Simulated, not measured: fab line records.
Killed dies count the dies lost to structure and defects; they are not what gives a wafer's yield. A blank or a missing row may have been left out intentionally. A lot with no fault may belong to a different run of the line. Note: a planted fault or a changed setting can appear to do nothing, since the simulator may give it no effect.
Which tool did it? :: flow nand_harc :: 14 lots, 42 wafers sampled, at 6 steps of a route of 1302

== WHAT THE GAUGES READ, wafer by wafer ==
NHARC_A_ZERO_WELL_INSPECT_17.
lot: L737
measured: day 7 08:19
on: defect_inspect-02
raw_defect_count: 6 4 7

lot: L738
measured: day 7 19:41
on: defect_inspect-02
raw_defect_count: 7 0 1

lot: L739
measured: day 7 21:31
on: defect_inspect-02
raw_defect_count: 9 15 14

lot: L740
measured: day 8 09:28
on: defect_inspect-02
raw_defect_count: 5 8 10

lot: L742
measured: day 9 06:55
on: defect_inspect-02
raw_defect_count: 15 16 10

lot: L743
measured: day 9 22:23
on: defect_inspect-01
raw_defect_count: 3 3 8

lot: L744
measured: day 10 00:28
on: defect_inspect-01
raw_defect_count: 11 11 14

lot: L746
measured: day 10 22:43
on: defect_inspect-01
raw_defect_count: 11 11 15

lot: L747
measured: day 11 10:52
on: defect_inspect-01
raw_defect_count: 8 8 3

lot: L754
measured: day 14 08:35
on: defect_inspect-02
raw_defect_count: 16 18 12

lot: L755
measured: day 14 15:37
on: defect_inspect-01
raw_defect_count: 5 19 6

lot: L756
measured: day 15 02:45
on: defect_inspect-02
raw_defect_count: 9 8 9

lot: L757
measured: day 15 09:56
on: defect_inspect-02
raw_defect_count: 17 10 10

lot: L759
measured: day 16 05:22
on: defect_inspect-01
raw_defect_count: 19 7 13

NHARC_A_ONON_D1_THK_MEAS_11: measures by ellipsometry.
lot: L737
measured: day 8 08:16
on: film_metro-01
thk_nm (nm): 988 987 989

lot: L738
measured: day 8 18:56
on: film_metro-02
thk_nm (nm): 1003 1000 1003

lot: L739
measured: day 8 19:05
on: film_metro-02
thk_nm (nm): 1013 1013 1011

lot: L740
measured: day 9 11:50
on: film_metro-02
thk_nm (nm): 993 992 991

lot: L742
measured: day 10 08:12
on: film_metro-02
thk_nm (nm): 975 975 976

lot: L743
measured: day 10 22:04
on: film_metro-01
thk_nm (nm): 1001 1003 1000

lot: L744
measured: day 10 21:52
on: film_metro-02
thk_nm (nm): 994 995 996

lot: L746
measured: day 11 22:17
on: film_metro-02
thk_nm (nm): 1006 1004 1005

lot: L747
measured: day 12 09:24
on: film_metro-01
thk_nm (nm): 996 994 994

lot: L754
measured: day 15 07:08
on: film_metro-02
thk_nm (nm): 1007 1006 1008

lot: L755
measured: day 15 15:22
on: film_metro-01
thk_nm (nm): 1001 1001 1001

lot: L756
measured: day 16 00:47
on: film_metro-01
thk_nm (nm): 1002 1001 1001

lot: L757
measured: day 16 10:42
on: film_metro-02
thk_nm (nm): 992 992 991

lot: L759
measured: day 17 03:34
on: film_metro-01
thk_nm (nm): 985 983 983

NHARC_A_ONON_D1_THK_MEAS_30: measures by ellipsometry.
lot: L737
measured: day 8 19:52
on: film_metro-02
thk_nm (nm): 991 990 991

lot: L738
measured: day 9 08:08
on: film_metro-02
thk_nm (nm): 998 998 999

lot: L739
measured: day 9 08:08
on: film_metro-01
thk_nm (nm): 995 995 995

lot: L740
measured: day 10 02:10
on: film_metro-02
thk_nm (nm): 1007 1008 1008

lot: L742
measured: day 10 19:07
on: film_metro-02
thk_nm (nm): 1004 1005 1004

lot: L743
measured: day 11 09:58
on: film_metro-02
thk_nm (nm): 1002 999 1000

lot: L744
measured: day 11 09:58
on: film_metro-01
thk_nm (nm): 992 993 991

lot: L746
measured: day 12 08:40
on: film_metro-02
thk_nm (nm): 1000 1001 1001

lot: L747
measured: day 12 22:56
on: film_metro-02
thk_nm (nm): 994 992 994

lot: L754
measured: day 15 18:05
on: film_metro-02
thk_nm (nm): 558 557 557 558 558 558

lot: L755
measured: day 16 01:56
on: film_metro-02
thk_nm (nm): 567 569 569 568 569 568

lot: L756
measured: day 16 13:26
on: film_metro-01
thk_nm (nm): 983 982 985

lot: L757
measured: day 17 00:52
on: film_metro-01
thk_nm (nm): 1000 1000 1001

lot: L759
measured: day 17 17:05
on: film_metro-02
thk_nm (nm): 1005 1004 1004

NHARC_END_SORT_01.
lot: L737
measured: day 25 11:44
on: prober-01
defect_limited_yield (%): 92.3 93.1 92.2
killed_at_array: 50 41 52
killed_at_other: 1 3 0
killed_at_periphery: 1 3 1
killed_dies: 52 47 53
killed_open: 4 0 1
killed_short: 2 3 2

lot: L738
measured: day 25 07:05
on: prober-02
defect_limited_yield (%): 91.3 90.8 95.1
killed_at_array: 56 59 29
killed_at_other: 1 1 1
killed_at_periphery: 2 2 3
killed_dies: 59 62 33
killed_open: 3 5 5
killed_short: 2 2 1

lot: L739
measured: day 25 16:31
on: prober-02
defect_limited_yield (%): 96.3 96.3 95.3
killed_at_array: 23 21 29
killed_at_other: 1 0 0
killed_at_periphery: 1 4 3
killed_dies: 25 25 32
killed_open: 3 4 5
killed_short: 3 0 4

lot: L740
measured: day 25 18:43
on: prober-01
defect_limited_yield (%): 93.8 90.4 90.8
killed_at_array: 36 58 55
killed_at_other: 0 0 0
killed_at_periphery: 6 7 7
killed_dies: 42 65 62
killed_open: 4 3 1
killed_short: 4 4 3

lot: L742
measured: day 26 16:24
on: prober-01
defect_limited_yield (%): 91.3 90.5 91.1
killed_at_array: 53 62 57
killed_at_other: 3 1 1
killed_at_periphery: 3 1 2
killed_dies: 59 64 60
killed_open: 4 4 2
killed_short: 3 3 4

lot: L743
measured: day 27 17:29
on: prober-01
defect_limited_yield (%): 90.8 94.7 93.1
killed_at_array: 58 31 37
killed_at_other: 0 1 0
killed_at_periphery: 4 4 10
killed_dies: 62 36 47
killed_open: 3 1 6
killed_short: 4 1 1

lot: L744
measured: day 27 16:46
on: prober-02
defect_limited_yield (%): 91.6 91.1 90.4
killed_at_array: 55 53 60
killed_at_other: 2 2 1
killed_at_periphery: 0 5 4
killed_dies: 57 60 65
killed_open: 2 4 1
killed_short: 0 2 2

lot: L746
measured: day 29 07:11
on: prober-02
defect_limited_yield (%): 89.7 88.3 89.4
killed_at_array: 63 75 67
killed_at_other: 0 0 2
killed_at_periphery: 7 4 3
killed_dies: 70 79 72
killed_open: 5 2 5
killed_short: 4 8 0

lot: L747
measured: day 29 03:34
on: prober-01
defect_limited_yield (%): 92.5 91.9 91.7
killed_at_array: 40 38 44
killed_at_other: 1 5 1
killed_at_periphery: 10 12 11
killed_dies: 51 55 56
killed_open: 4 6 5
killed_short: 2 4 0

lot: L756
measured: day 32 18:08
on: prober-01
defect_limited_yield (%): 94.2 93.1 93.9
killed_at_array: 36 42 37
killed_at_other: 0 0 0
killed_at_periphery: 3 5 4
killed_dies: 39 47 41
killed_open: 5 6 4
killed_short: 3 3 4

lot: L757
measured: day 33 04:47
on: prober-01
defect_limited_yield (%): 93.5 93.5 94.7
killed_at_array: 40 40 33
killed_at_other: 0 3 1
killed_at_periphery: 4 1 2
killed_dies: 44 44 36
killed_open: 3 7 4
killed_short: 0 0 0

lot: L759
measured: day 34 03:38
on: prober-01
defect_limited_yield (%): 88.2 86.7 90.1
killed_at_array: 68 82 60
killed_at_other: 3 0 3
killed_at_periphery: 9 8 4
killed_dies: 80 90 67
killed_open: 5 4 4
killed_short: 4 3 3

== TOOL THAT RAN EACH LOT (tool first, then ch and the chambers of the sampled wafers, then the start) ==
lot: L737
NHARC_A_ONON_D1_DEP_28: pecvd_onon-04 ch 0, day 8 19:25
NHARC_A_ONON_D1_DEP_33: pecvd-02 ch 1,2, day 8 19:55

lot: L738
NHARC_A_ONON_D1_DEP_28: pecvd_onon-03 ch 0, day 9 07:38
NHARC_A_ONON_D1_DEP_33: pecvd-03 ch 0,1,2, day 9 08:11

lot: L739
NHARC_A_ONON_D1_DEP_28: pecvd_onon-04 ch 0, day 9 07:45
NHARC_A_ONON_D1_DEP_33: pecvd-04 ch 0,1, day 9 08:17

lot: L740
NHARC_A_ONON_D1_DEP_28: pecvd_onon-02 ch 0, day 10 01:40
NHARC_A_ONON_D1_DEP_33: pecvd-04 ch 0,1, day 10 02:14

lot: L742
NHARC_A_ONON_D1_DEP_28: pecvd_onon-02 ch 0, day 10 18:36
NHARC_A_ONON_D1_DEP_33: pecvd-03 ch 0,1,2, day 10 19:13

lot: L743
NHARC_A_ONON_D1_DEP_28: pecvd_onon-04 ch 0, day 11 09:30
NHARC_A_ONON_D1_DEP_33: pecvd-02 ch 0,1,2, day 11 10:01

lot: L744
NHARC_A_ONON_D1_DEP_28: pecvd_onon-02 ch 0, day 11 09:26
NHARC_A_ONON_D1_DEP_33: pecvd-04 ch 0,1,2, day 11 10:01

lot: L746
NHARC_A_ONON_D1_DEP_28: pecvd_onon-02 ch 0, day 12 08:13
NHARC_A_ONON_D1_DEP_33: pecvd-02 ch 1,2, day 12 08:49

lot: L747
NHARC_A_ONON_D1_DEP_28: pecvd_onon-03 ch 0, day 12 22:32
NHARC_A_ONON_D1_DEP_33: pecvd-02 ch 1,2, day 12 23:05

lot: L754
NHARC_A_ONON_D1_DEP_28: pecvd_onon-02 ch 0, day 15 17:34
NHARC_A_ONON_D1_DEP_33: -

lot: L755
NHARC_A_ONON_D1_DEP_28: pecvd_onon-02 ch 0, day 16 01:25
NHARC_A_ONON_D1_DEP_33: -

lot: L756
NHARC_A_ONON_D1_DEP_28: pecvd_onon-04 ch 0, day 16 12:56
NHARC_A_ONON_D1_DEP_33: pecvd-04 ch 1,2, day 16 13:30

lot: L757
NHARC_A_ONON_D1_DEP_28: pecvd_onon-04 ch 0, day 17 00:28
NHARC_A_ONON_D1_DEP_33: pecvd-03 ch 0,1,2, day 17 01:01

lot: L759
NHARC_A_ONON_D1_DEP_28: pecvd_onon-03 ch 0, day 17 16:41
NHARC_A_ONON_D1_DEP_33: pecvd-03 ch 1,2, day 17 17:11
- NHARC_A_ONON_D1_DEP_28: target thk 1000 nm.
- NHARC_A_ONON_D1_DEP_33: deposits SiO2, target thk 200 nm.

== AS READ BY THE TOOLS THEMSELVES (means over the sampled wafers that have a number; for cases with no such wafer, the mark the record gives instead) ==
NHARC_A_ONON_D1_DEP_28.
lot: L737
tool: pecvd_onon-04
nh3_flow_sccm (sccm): 499.6

lot: L738
tool: pecvd_onon-03
nh3_flow_sccm (sccm): 501.1

lot: L739
tool: pecvd_onon-04
nh3_flow_sccm (sccm): 500.0

lot: L740
tool: pecvd_onon-02
nh3_flow_sccm (sccm): 501.8

lot: L742
tool: pecvd_onon-02
nh3_flow_sccm (sccm): 500.3

lot: L743
tool: pecvd_onon-04
nh3_flow_sccm (sccm): 499.2

lot: L744
tool: pecvd_onon-02
nh3_flow_sccm (sccm): 499.2

lot: L746
tool: pecvd_onon-02
nh3_flow_sccm (sccm): 501.4

lot: L747
tool: pecvd_onon-03
nh3_flow_sccm (sccm): 499.4

lot: L754
tool: pecvd_onon-02
nh3_flow_sccm (sccm): 499.5

lot: L755
tool: pecvd_onon-02
nh3_flow_sccm (sccm): 499.7

lot: L756
tool: pecvd_onon-04
nh3_flow_sccm (sccm): 500.4

lot: L757
tool: pecvd_onon-04
nh3_flow_sccm (sccm): 499.3

lot: L759
tool: pecvd_onon-03
nh3_flow_sccm (sccm): 499.8

NHARC_A_ONON_D1_DEP_33.
lot: L737
tool: pecvd-02
heater_power_w (W): 622
throttle_valve_pct (%): 15.9

lot: L738
tool: pecvd-03
heater_power_w (W): 562
throttle_valve_pct (%): 15.4

lot: L739
tool: pecvd-04
heater_power_w (W): 572
throttle_valve_pct (%): 15.0

lot: L740
tool: pecvd-04
heater_power_w (W): 585
throttle_valve_pct (%): 15.0

lot: L742
tool: pecvd-03
heater_power_w (W): 532
throttle_valve_pct (%): 15.4

lot: L743
tool: pecvd-02
heater_power_w (W): 636
throttle_valve_pct (%): 15.6

lot: L744
tool: pecvd-04
heater_power_w (W): 607
throttle_valve_pct (%): 15.2

lot: L746
tool: pecvd-02
heater_power_w (W): 617
throttle_valve_pct (%): 15.5

lot: L747
tool: pecvd-02
heater_power_w (W): 715
throttle_valve_pct (%): 15.3

lot: L756
tool: pecvd-04
heater_power_w (W): 683
throttle_valve_pct (%): 15.0

lot: L757
tool: pecvd-03
heater_power_w (W): 534
throttle_valve_pct (%): 15.2

lot: L759
tool: pecvd-03
heater_power_w (W): 533
throttle_valve_pct (%): 15.1

== THE ANSWER, worked out from the rows above alone ==
Rule: the usual values come from the lots themselves. The widest of any qualifying gaps counts: lots, ordered by their means at a reading, are off when they make up no more than a third of the lots, leave a main group of 4 or more, and stand apart from it by 3 or more times the standard deviation of that group's means. A main group whose means are all the same, to the digits that the tables above print for the reading, isn't used. Also off: a lot with no number at a reading for which 4 or more lots have one. The other lots that the step has rows for count as sound. The gauges are gone through in route order, then the tools' own readings, and for those a lot's mean is taken as printed above. At the first step where some lot is off, the reading lying furthest off is the one used; lots without a number count as furthest.
Off: L754, L755 (NHARC_A_ONON_D1_THK_MEAS_30, thk_nm). For the main group the mean is 998 nm and the standard deviation 6.6.
A tool fits if, at a process step before that reading, it ran every lot that is off, and no sound lot after the first of them. The gauges at NHARC_A_ONON_D1_THK_MEAS_30 are tried like those tools. One candidate fits, namely pecvd_onon-02 at NHARC_A_ONON_D1_DEP_28. A fault onset in the window from L746 (day 12 08:13, its last sound lot) to L754 (day 15 17:34, its first lot off) fits.

== WHAT HAD BEEN PUT IN BY THE SIMULATOR ==
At NHARC_A_ONON_D1_DEP_28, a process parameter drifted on pecvd_onon-02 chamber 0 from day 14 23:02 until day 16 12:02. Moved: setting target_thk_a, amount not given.
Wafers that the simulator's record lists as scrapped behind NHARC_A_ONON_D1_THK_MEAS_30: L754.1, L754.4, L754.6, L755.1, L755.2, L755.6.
Lots struck among those shown: L754, L755. This agrees with what the rule above found.
